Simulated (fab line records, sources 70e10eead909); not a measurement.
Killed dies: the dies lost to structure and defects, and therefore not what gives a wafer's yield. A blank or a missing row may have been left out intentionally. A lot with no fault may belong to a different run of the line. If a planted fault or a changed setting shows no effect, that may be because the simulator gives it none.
fab line records	flow nand_harc	part 1 of 2: steps 1 to 27 of 40
record lots=5	wafers=15	last_day=25
route steps=1159 shown P_CONTACT@247 P_M0@253 P_M1@285
lots untouched by any fault: they come from a run of this same line in which no faults occurred
start_h: hours from the record's opening day to when the first of the lot's shown wafers began	wait_h: hours elapsed since this lot's preceding step	" repeats the value in the row above	L1.1+2: one row covering several wafers at once	- no value present, or no start provided	* or withheld: withheld	< > ~ a bound
route shown NAME@n: a module of which the file shows steps, and the number in the route of the first	usual: mean/standard deviation taken from wafers without a fault	same: alike in all rows	chamber/n: place in a boat	sites: the reading at each site	_std_site: the standard deviation of these	_edge_site: outer sites' mean less inner sites'	radius_mm: how far each site lies from the wafer's centre	mask NAME#n: copy n	behind: the last tool/chamber to shape the wafer	hold: cause of the lot's hold/its duration in hours/its outcome	device: whichever transistor did not switch (one of n, p or np)	end of line: tests of these same wafers at the route's end	where a step has no rows: the recipe by itself	killed: dies lost to structure and defects at the first sort, not the wafer's yield	map: a wafer's dies, marking killed ones x, the rest . and places with no die _
set.NAME: setting as actually run; set.NAME@STEP: the setting as run at that earlier step	model.NAME: the simulator's own value behind a step, which no gauge read
certain route steps with their lots: each step a table, each wafer a row
services: from which hour (start_h, from the record's first day; less than 0 if before it) a tool's chamber was out of use, for how many hours, and why
## steps
# step NHARC_P_CONTACT_ALD_22
# recipe target_thk_a=30	pulse_time_s=1	ald_cycles=150	temp_c=450	material=TiN
# usual heater_power_w=1011/110	precursor_pulse_height_rel=1.000/0.018
# same ald_cycles=150
lot.wafer	tool	chamber	start_h	wait_h	heater_power_w	precursor_pulse_height_rel
L087.3	ald_metal-01	2	188.59	-	1033	1.026
L087.1	"	3	"	"	1009	1.015
L087.2	"	1	"	"	924	1.035
L088.1	ald_metal-04	3	188.74	-	1094	0.989
L088.3	"	0	"	"	1165	0.985
L088.2	"	1	"	"	1030	0.971
L086.4	ald_metal-01	1	188.80	-	916	0.991
L086.6	"	0	"	"	870	1.005
L086.5	"	1	"	"	934	0.991
L090.1	ald_metal-01	0	207.73	-	865	0.996
L090.3	"	1	"	"	939	1.022
L090.6	"	1	"	"	920	0.995
L097.3	ald_metal-02	1	250.44	-	1268	0.995
L097.4	"	3	"	"	889	0.981
L097.5	"	0	"	"	1049	1.040
# step NHARC_P_CONTACT_CVD_23
# recipe target_thk_a=2000	temp_c=300	pressure_torr=40	wf6_flow_sccm=40	h2_flow_sccm=1600	ar_flow_sccm=1560	time_s=557	material=W
# usual heater_power_w=503/55	throttle_valve_pct=7.83/0.17
lot.wafer	tool	chamber	start_h	wait_h	heater_power_w	throttle_valve_pct
L087.1	cvd_w-02	1	-	-	434	7.67
L087.2	"	1	"	"	444	7.85
L087.3	"	1	"	"	437	7.56
L088.1	cvd_w-01	0	-	-	557	7.80
L088.2	"	1	"	"	529	7.79
L088.3	"	1	"	"	525	7.75
L086.4	cvd_w-01	1	-	-	525	7.97
L086.5	"	1	"	"	537	8.02
L086.6	"	0	"	"	583	7.84
L090.1	cvd_w-01	1	-	-	540	7.96
L090.3	"	0	"	"	596	7.73
L090.6	"	0	"	"	574	7.63
L097.4	cvd_w-01	1	-	-	535	8.08
L097.3	"	0	"	"	579	7.64
L097.5	"	0	"	"	593	7.69
# step NHARC_P_CONTACT_CMP_24
# recipe t_overpolish_s=30	target_thk_nm=200
# usual motor_current_A=12.6/1.2	overpolish_run_s=30.000/0.0088	pad_life_wafers=234/150	time_to_endpoint_s=39.3/1.8
lot.wafer	tool	chamber	start_h	wait_h	motor_current_A	overpolish_run_s	pad_life_wafers	time_to_endpoint_s
L088.1	cmp-02	1	193.31	0.6	14.8	30.010	204	40.6
L088.3	"	2	"	"	12.9	30.003	205	38.6
L088.2	"	0	"	"	13.5	29.985	207	40.3
L087.2	cmp-04	1	193.42	0.8	11.7	30.015	438	37.3
L087.1	"	3	"	"	12.9	30.005	440	37.7
L087.3	"	0	"	"	12.2	30.000	441	36.7
L086.4	cmp-02	1	193.86	0.4	15.1	29.991	210	38.8
L086.6	"	1	"	"	13.5	30.007	-	40.7
L086.5	"	2	"	"	13.3	29.991	-	37.2
L090.3	cmp-04	0	216.77	0.3	11.8	30.015	54	39.9
L090.1	"	2	"	"	11.1	30.004	56	43.5
L090.6	"	1	"	"	10.5	30.004	-	42.6
L097.3	cmp-03	0	251.45	0.3	13.1	29.994	528	39.2
L097.4	"	3	"	"	14.3	29.995	531	38.7
L097.5	"	0	"	"	13.3	30.003	-	39.6
# step NHARC_P_CONTACT_SRD_26
lot.wafer	tool	chamber	start_h	wait_h
L088.3+1+2	wet_bench-06	1,3,6	193.63	0.0
L087.2+3+1	wet_bench-05	3,4,6	193.75	0.0
L086.6+5+4	wet_bench-05	4,5,7	194.18	0.0
L090.1+3+6	wet_bench-05	1,2,4	217.10	0.0
L097.3+4+5	wet_bench-07	3,5,0	251.77	0.0
# step NHARC_P_CONTACT_INSPECT_27
# usual raw_defect_count=291/120
lot.wafer	tool	chamber	start_h	wait_h	raw_defect_count
L088.1	defect_inspect-02	-	193.72	0.1	449
L088.2	"	-	"	"	395
L088.3	"	-	"	"	325
L087.1	defect_inspect-01	-	193.83	0.1	154
L087.2	"	-	"	"	187
L087.3	"	-	"	"	312
L086.4	defect_inspect-02	-	194.27	0.1	300
L086.5	"	-	"	"	220
L086.6	"	-	"	"	258
L090.1	defect_inspect-02	-	217.17	0.1	244
L090.3	"	-	"	"	261
L090.6	"	-	"	"	270
L097.3	defect_inspect-02	-	251.86	0.1	196
L097.4	"	-	"	"	192
L097.5	"	-	"	"	277
# step NHARC_P_M0_DEP_00
# recipe target_thk_a=1500	target_thk_nm=150	temp_c=withheld	pressure_torr=5	flow_sccm=200	rf_w=600	material=SiOC
lot.wafer	tool	chamber	start_h	wait_h
L088.3+2+1	pecvd-02	1,2,0	193.79	0.1
L087.1+3+2	pecvd-04	0,1,2	193.89	0.1
L086.5+6+4	pecvd-03	2,0,1	194.47	0.2
L090.3+1+6	pecvd-03	2,1,2	217.24	0.1
L097.3+4+5	pecvd-02	0,1,2	252.02	0.2
# step NHARC_P_M0_DEHYDRATE_01
# recipe temp_c=150	time_s=120
lot.wafer	tool	chamber	start_h	wait_h
L088.1+2+3	litho_track-01	0	194.18	-
L087.1+2+3	litho_track-06	0	194.30	-
L086.4+5+6	litho_track-04	0	194.74	-
L090.1+3+6	litho_track-04	0	217.64	-
L097.3+4+5	litho_track-04	0	252.36	-
# step NHARC_P_M0_HMDS_02
# recipe time_s=30
lot.wafer	tool	chamber	start_h	wait_h
L088.1+2+3	litho_track-01	0	-	-
L087.1+2+3	litho_track-06	0	-	-
L086.4+5+6	litho_track-04	0	-	-
L090.1+3+6	litho_track-04	0	-	-
L097.3+4+5	litho_track-04	0	-	-
# step NHARC_P_M0_COAT_33
# recipe temp_c=200	time_s=65
lot.wafer	tool	chamber	start_h	wait_h
L088.1+2+3	litho_track-01	0	-	-
L087.1+2+3	litho_track-06	0	-	-
L086.4+5+6	litho_track-04	0	-	-
L090.1+3+6	litho_track-04	0	-	-
L097.3+4+5	litho_track-04	0	-	-
# step NHARC_P_M0_COAT_03
# recipe spin_rpm=1500	resist_thk_nm=90
lot.wafer	tool	chamber	start_h	wait_h
L088.1+2+3	litho_track-01	0	-	-
L087.1+2+3	litho_track-06	0	-	-
L086.4+5+6	litho_track-04	0	-	-
L090.1+3+6	litho_track-04	0	-	-
L097.3+4+5	litho_track-04	0	-	-
# step NHARC_P_M0_SOFTBAKE_04
# recipe temp_c=105	time_s=55
lot.wafer	tool	chamber	start_h	wait_h
L088.1+2+3	litho_track-01	0	-	-
L087.1+2+3	litho_track-06	0	-	-
L086.4+5+6	litho_track-04	0	-	-
L090.1+3+6	litho_track-04	0	-	-
L097.3+4+5	litho_track-04	0	-	-
# step NHARC_P_M0_EBR_05
lot.wafer	tool	chamber	start_h	wait_h
L088.1+2+3	litho_track-01	0	-	-
L087.1+2+3	litho_track-06	0	-	-
L086.4+5+6	litho_track-04	0	-	-
L090.1+3+6	litho_track-04	0	-	-
L097.3+4+5	litho_track-04	0	-	-
# step NHARC_P_M0_EXPOSE_06
# recipe na=1.35	target_cd_nm=90	dose_mj=81.28	mask_id=P_M0
# usual exposure_dose_mJ_cm2=81.26/0.071	focus_offset_nm=0.1/0.5	reticle_temp_C=22.99/0.1	stage_vel_mm_s=500.05/0.26
lot.wafer	tool	chamber	start_h	wait_h	mask	exposure_dose_mJ_cm2	focus_offset_nm	reticle_temp_C	stage_vel_mm_s
L088.1	arfi_scanner-02	0	194.47	-	P_M0#0	81.23	0.3	22.91	500.55
L088.2	"	0	"	"	P_M0#0	81.27	-0.3	23.14	499.95
L088.3	"	0	"	"	P_M0#0	81.18	-0.2	23.18	500.20
L087.1	arfi_scanner-01	0	194.63	-	P_M0#0	81.40	0.0	23.09	500.18
L087.2	"	0	"	"	P_M0#0	81.30	0.4	23.13	500.33
L087.3	"	0	"	"	P_M0#0	81.33	0.5	23.08	499.86
L086.4	arfi_scanner-01	0	194.92	-	P_M0#0	81.22	0.9	22.92	500.24
L086.5	"	0	"	"	P_M0#0	81.41	0.1	22.79	500.25
L086.6	"	0	"	"	P_M0#0	81.21	0.3	22.93	500.38
L090.1	arfi_scanner-01	0	217.93	-	P_M0#0	81.25	0.4	22.92	500.16
L090.3	"	0	"	"	P_M0#0	81.32	0.3	22.91	499.96
L090.6	"	0	"	"	P_M0#0	81.33	1.0	22.70	500.11
L097.3	arfi_scanner-02	0	252.66	-	P_M0#0	81.10	-0.5	22.90	500.20
L097.4	"	0	"	"	P_M0#0	81.32	-0.5	22.87	499.84
L097.5	"	0	"	"	P_M0#0	81.25	0.7	23.02	500.31
# step NHARC_P_M0_PEB_07
# recipe peb_temp_c=100	peb_time_s=65
lot.wafer	tool	chamber	start_h	wait_h
L088.1+2+3	litho_track-01	0	194.53	0.1
L087.1+2+3	litho_track-01	0	194.69	0.1
L086.4+5+6	litho_track-01	0	194.97	0.0
L090.1+3+6	litho_track-06	0	217.99	0.1
L097.3+4+5	litho_track-04	0	252.71	0.0
# step NHARC_P_M0_DEVELOP_08
# recipe develop_time_s=35	dev_temp_c=23
lot.wafer	tool	chamber	start_h	wait_h
L088.1+2+3	litho_track-01	0	-	-
L087.1+2+3	litho_track-01	0	-	-
L086.4+5+6	litho_track-01	0	-	-
L090.1+3+6	litho_track-06	0	-	-
L097.3+4+5	litho_track-04	0	-	-
# step NHARC_P_M0_CD_MEAS_09
# recipe target_cd_nm=90	landing_energy_ev=500
# usual cd_nm=90.0/0.52
lot.wafer	tool	chamber	start_h	wait_h	cd_nm
L088.1	cd_sem-01	0	194.61	-	90.3
L088.2	"	0	"	"	90.3
L088.3	"	0	"	"	90.4
L087.1	cd_sem-03	0	194.76	-	90.2
L087.2	"	0	"	"	90.5
L087.3	"	0	"	"	90.4
L086.4	cd_sem-02	0	195.05	-	89.9
L086.5	"	0	"	"	88.8
L086.6	"	0	"	"	89.6
L090.1	cd_sem-03	0	218.08	-	90.3
L090.3	"	0	"	"	90.1
L090.6	"	0	"	"	89.7
L097.3	cd_sem-03	0	252.80	-	90.7
L097.4	"	0	"	"	90.5
L097.5	"	0	"	"	90.8
# step NHARC_P_M0_OVL_MEAS_10
# recipe pitch_nm=180
# usual overlay_x_nm=0.2/0.78	overlay_y_nm=-0.3/0.84
lot.wafer	tool	chamber	start_h	wait_h	overlay_x_nm	overlay_y_nm
L088.1	overlay-02	-	194.70	-	-0.3	-2.1
L088.2	"	-	"	"	-0.4	-2.3
L088.3	"	-	"	"	-0.4	-2.3
L087.1	overlay-01	-	194.85	-	-0.4	-0.2
L087.2	"	-	"	"	0.1	-0.4
L087.3	"	-	"	"	-0.8	-0.3
L086.4	overlay-02	-	195.13	-	0.3	-0.7
L086.5	"	-	"	"	0.1	-0.6
L086.6	"	-	"	"	0.6	-0.4
L090.1	overlay-01	-	218.17	-	0.6	-1.0
L090.3	"	-	"	"	0.8	-0.6
L090.6	"	-	"	"	1.0	-0.5
L097.3	overlay-01	-	252.89	-	0.1	1.0
L097.4	"	-	"	"	-0.8	0.4
L097.5	"	-	"	"	-0.1	0.9
# step NHARC_P_M0_INSPECT_11
# usual raw_defect_count=3.9/2.1
lot.wafer	tool	chamber	start_h	wait_h	raw_defect_count
L088.1	defect_inspect-01	-	194.74	0.0	3
L088.2	"	-	"	"	2
L088.3	"	-	"	"	4
L087.1	defect_inspect-02	-	194.89	0.0	3
L087.2	"	-	"	"	2
L087.3	"	-	"	"	2
L086.4	defect_inspect-02	-	195.17	0.0	6
L086.5	"	-	"	"	4
L086.6	"	-	"	"	3
L090.1	defect_inspect-02	-	218.21	0.0	3
L090.3	"	-	"	"	8
L090.6	"	-	"	"	4
L097.3	defect_inspect-01	-	252.93	0.0	2
L097.4	"	-	"	"	5
L097.5	"	-	"	"	3
# step NHARC_P_M0_DESCUM_14
# recipe time_s=3	o2_flow_sccm=200	ar_flow_sccm=0	bias_power_w=0	chemistry=O2
# usual drypump_motor_current_A=5.6/0.51	o2_flow_sccm=200.0/0.58	oes_product_au=1.003/0.0085	rf_vpp_V=57.9/0.82	showerhead_plenum_p_Torr=1.93/0.075	throttle_valve_pct=11.312/0.0095
lot.wafer	tool	chamber	start_h	wait_h	drypump_motor_current_A	o2_flow_sccm	oes_product_au	rf_hours_counter_h	rf_vpp_V	showerhead_plenum_p_Torr	throttle_valve_pct
L088.1	rie_diel-10	2	194.80	0.1	6.4	200.8	1.004	1	58.7	1.98	11.323
L088.3	"	3	"	"	5.0	199.8	1.014	1	56.4	1.91	11.323
L088.2	"	1	"	"	5.6	199.6	1.005	0	57.5	1.84	11.319
L087.2	rie_diel-13	3	194.95	0.1	5.9	199.1	0.989	8	57.7	1.80	11.334
L087.3	"	0	"	"	5.9	199.6	0.997	8	58.1	2.05	11.323
L087.1	"	2	"	"	6.6	200.0	0.987	8	58.0	1.92	11.319
L086.4	rie_diel-10	0	195.24	0.1	5.0	199.1	0.993	1	57.0	2.01	11.318
L086.6	"	3	"	"	4.9	200.9	1.019	-	56.0	1.91	11.293
L086.5	"	0	"	"	5.0	199.7	0.994	-	59.3	2.01	11.316
L090.3	rie_diel-08	0	218.28	0.1	5.6	199.4	0.996	5	58.7	1.95	11.303
L090.1	"	1	"	"	5.3	200.4	0.999	5	57.0	1.81	11.340
L090.6	"	1	"	"	5.3	199.8	0.996	-	57.1	1.81	11.311
L097.4	rie_diel-13	0	252.99	0.1	6.0	199.2	0.986	14	56.8	2.05	11.307
L097.3	"	3	"	"	5.9	198.6	0.994	15	57.6	1.80	11.316
L097.5	"	1	"	"	6.0	200.4	0.996	-	57.1	1.89	11.305
# step NHARC_P_M0_ETCH_34
# recipe target_depth_a=400	overetch_a=120	time_s=43.94	ion_energy_ev=200	n2_flow_sccm=150	h2_flow_sccm=150	ar_flow_sccm=0	rf_w=400	bias_w=150	chemistry=N2/H2
# usual drypump_motor_current_A=5.6/0.5	oes_product_au=1.000/0.0075	rf_vpp_V=431.0/2.2	showerhead_plenum_p_Torr=2.05/0.082	throttle_valve_pct=14.171/0.0097
lot.wafer	tool	chamber	start_h	wait_h	drypump_motor_current_A	oes_product_au	rf_hours_counter_h	rf_vpp_V	showerhead_plenum_p_Torr	throttle_valve_pct
L088.3	rie_diel-10	0	194.88	0.1	5.1	1.000	0	432.8	2.15	14.179
L088.1	"	1	"	"	5.7	1.003	0	428.7	1.95	14.163
L088.2	"	2	"	"	6.4	0.999	1	432.8	2.12	14.160
L087.2	rie_diel-13	1	195.04	0.1	6.0	0.990	8	430.2	2.01	14.180
L087.1	"	2	"	"	6.6	0.980	8	431.3	2.05	14.175
L087.3	"	3	"	"	5.9	0.996	8	427.4	1.92	14.169
L086.4	rie_diel-10	3	195.32	0.1	5.0	1.008	1	430.0	2.04	14.153
L086.5	"	1	"	"	5.6	1.010	-	429.9	1.95	14.177
L086.6	"	2	"	"	6.3	1.006	-	433.1	2.12	14.172
L090.3	rie_diel-08	1	218.38	0.1	5.3	0.985	5	427.6	1.93	14.191
L090.1	"	3	"	"	5.6	1.011	5	431.3	2.04	14.180
L090.6	"	1	"	"	5.3	0.977	-	426.3	1.93	14.181
L097.3	rie_diel-13	2	253.07	0.1	6.6	0.994	12	430.3	2.04	14.158
L097.4	"	1	"	"	6.0	0.993	14	430.5	2.01	14.163
L097.5	"	3	"	"	5.9	0.993	-	427.1	1.91	14.165
# step NHARC_P_M0_ETCH_15
# recipe target_depth_a=1500	overetch_a=150	time_s=82.5	c4f8_flow_sccm=withheld	ar_flow_sccm=400	rf_w=600	bias_w=300	chemistry=C4F8/Ar
# usual oes_product_au=0.962/0.017	rf_vpp_V=441.2/2.5
lot.wafer	tool	chamber	start_h	wait_h	oes_product_au	rf_hours_counter_h	rf_vpp_V
L088.3	rie_diel-10	3	-	-	0.962	1	442.5
L088.2	"	0	"	"	0.978	1	444.9
L088.1	"	1	"	"	0.973	0	437.9
L087.3	rie_diel-13	1	-	-	0.975	8	440.4
L087.1	"	2	"	"	0.958	8	440.9
L087.2	"	3	"	"	0.957	8	436.5
L086.4	rie_diel-10	3	-	-	0.977	1	440.3
L086.5	"	2	"	"	0.994	-	442.9
L086.6	"	3	"	"	0.982	-	440.5
L090.1	rie_diel-08	1	-	-	0.963	5	437.6
L090.3	"	0	"	"	0.953	5	442.4
L090.6	"	1	"	"	0.952	-	436.6
L097.4	rie_diel-13	3	-	-	0.926	15	435.6
L097.3	"	1	"	"	0.930	15	439.4
L097.5	"	3	"	"	0.927	-	438.2
# step NHARC_P_M0_CD_MEAS_16
# usual cd_nm=89.8/0.62
lot.wafer	tool	chamber	start_h	wait_h	cd_nm
L088.1	cd_sem-01	-	195.10	-	90.7
L088.2	"	-	"	"	90.5
L088.3	"	-	"	"	89.5
L087.1	cd_sem-03	-	195.25	-	89.4
L087.2	"	-	"	"	90.5
L087.3	"	-	"	"	90.0
L086.4	cd_sem-01	-	195.54	-	89.8
L086.5	"	-	"	"	89.1
L086.6	"	-	"	"	89.0
L090.1	cd_sem-03	-	218.61	-	90.4
L090.3	"	-	"	"	89.5
L090.6	"	-	"	"	89.7
L097.3	cd_sem-02	-	253.29	-	90.4
L097.4	"	-	"	"	89.8
L097.5	"	-	"	"	90.7
# step NHARC_P_M0_STRIP_18
# recipe power_w=1000	n2_flow_sccm=150	h2_flow_sccm=150	ar_flow_sccm=0	bias_w=0	chemistry=N2/H2
# usual drypump_motor_current_A=5.8/0.4	oes_product_au=0.998/0.007	rf_vpp_V=90.7/1	showerhead_plenum_p_Torr=2.04/0.089	throttle_valve_pct=14.171/0.0093
lot.wafer	tool	chamber	start_h	wait_h	drypump_motor_current_A	oes_product_au	rf_hours_counter_h	rf_vpp_V	showerhead_plenum_p_Torr	throttle_valve_pct
L088.1	rie_diel-08	3	195.18	0.1	5.6	1.008	4	91.2	2.04	14.170
L088.3	"	0	"	"	5.6	1.007	4	91.6	2.08	14.184
L088.2	"	1	"	"	5.3	1.004	3	88.4	1.93	14.172
L087.1	rie_diel-13	1	195.32	0.1	6.0	1.000	8	89.5	2.01	14.181
L087.2	"	2	"	"	6.5	0.992	8	90.6	2.05	14.151
L087.3	"	0	"	"	5.9	0.983	8	93.1	2.19	14.161
L086.4	rie_diel-08	0	195.71	0.2	5.7	0.992	-	91.6	2.08	14.166
L086.6	"	1	"	"	5.3	0.992	-	89.3	1.93	14.159
L086.5	"	3	"	"	5.6	1.005	-	90.4	2.04	14.179
L090.1	rie_diel-13	0	218.74	0.1	6.0	0.992	11	91.5	2.19	14.185
L090.3	"	1	"	"	6.0	1.004	10	90.5	2.01	14.188
L090.6	"	2	"	"	6.6	0.988	-	91.3	2.04	14.170
L097.4	rie_diel-10	0	253.40	0.1	5.0	1.006	6	89.1	2.15	14.151
L097.3	"	2	"	"	6.4	1.011	7	91.5	2.12	14.178
L097.5	"	3	"	"	4.9	1.003	-	89.5	2.04	14.167
# step NHARC_P_M0_STRIP_19
# recipe time_s=600	temp_c=30	chemistry=post_etch_residue_remover
lot.wafer	tool	chamber	start_h	wait_h
L088.2+1+3	wet_bench-03	7,1,3	195.51	-
L087.2+1+3	wet_bench-02	2,3,5	195.61	-
L086.6+4+5	wet_bench-01	0,2,3	195.95	-
L090.1+6+3	wet_bench-02	0,1,2	218.96	-
L097.5+4+3	wet_bench-02	2,3,6	253.65	-
# step NHARC_P_M0_DEGAS_28
# recipe temp_c=250	time_s=60
# usual heater_power_w=331/43
lot.wafer	tool	chamber	start_h	wait_h	heater_power_w
L088.1	pvd_sputter-01	-	195.78	-	260
L088.3	"	-	"	"	394
L088.2	"	-	"	"	340
L087.3	pvd_sputter-03	-	195.87	-	367
L087.2	"	-	"	"	290
L087.1	"	-	"	"	377
L086.4	pvd_sputter-03	-	196.20	-	381
L086.6	"	-	"	"	371
L086.5	"	-	"	"	305
L090.3	pvd_sputter-03	-	219.25	-	305
L090.1	"	-	"	"	372
L090.6	"	-	"	"	312
L097.4	pvd_sputter-03	-	253.93	-	369
L097.3	"	-	"	"	293
L097.5	"	-	"	"	383
# step NHARC_P_M0_PRE_CLEAN_29
# recipe time_s=30	temp_c=280	gas=H2/He
# usual heater_power_w=411/54
lot.wafer	tool	chamber	start_h	wait_h	heater_power_w
L088.2	pvd_sputter-01	-	-	-	320
L088.1	"	-	"	"	485
L088.3	"	-	"	"	426
L087.3	pvd_sputter-03	-	-	-	453
L087.1	"	-	"	"	460
L087.2	"	-	"	"	363
L086.4	pvd_sputter-03	-	-	-	386
L086.5	"	-	"	"	462
L086.6	"	-	"	"	369
L090.3	pvd_sputter-03	-	-	-	461
L090.1	"	-	"	"	358
L090.6	"	-	"	"	466
L097.3	pvd_sputter-03	-	-	-	363
L097.4	"	-	"	"	377
L097.5	"	-	"	"	374
# step NHARC_P_M0_PVD_20
# recipe target_thk_a=50	bias_v=168.6	power_w=15000	chamber_pressure_pa=0.12	time_s=8.06	substrate_temp_c=50	material=TaN
# usual bias_v=168.4/1.7	throttle_valve_pct=29.7/0.86
lot.wafer	tool	chamber	start_h	wait_h	bias_v	throttle_valve_pct
L088.1	pvd_sputter-01	-	-	-	170.1	30.2
L088.2	"	-	"	"	170.5	29.2
L088.3	"	-	"	"	172.2	29.9
L087.3	pvd_sputter-03	-	-	-	170.0	28.3
L087.2	"	-	"	"	168.8	29.9
L087.1	"	-	"	"	168.1	29.4
L086.4	pvd_sputter-03	-	-	-	168.3	29.5
L086.6	"	-	"	"	167.1	29.6
L086.5	"	-	"	"	166.7	29.1
L090.3	pvd_sputter-03	-	-	-	168.3	29.7
L090.1	"	-	"	"	169.7	31.5
L090.6	"	-	"	"	169.7	29.6
L097.4	pvd_sputter-03	-	-	-	171.4	28.0
L097.3	"	-	"	"	165.3	29.7
L097.5	"	-	"	"	168.2	29.8
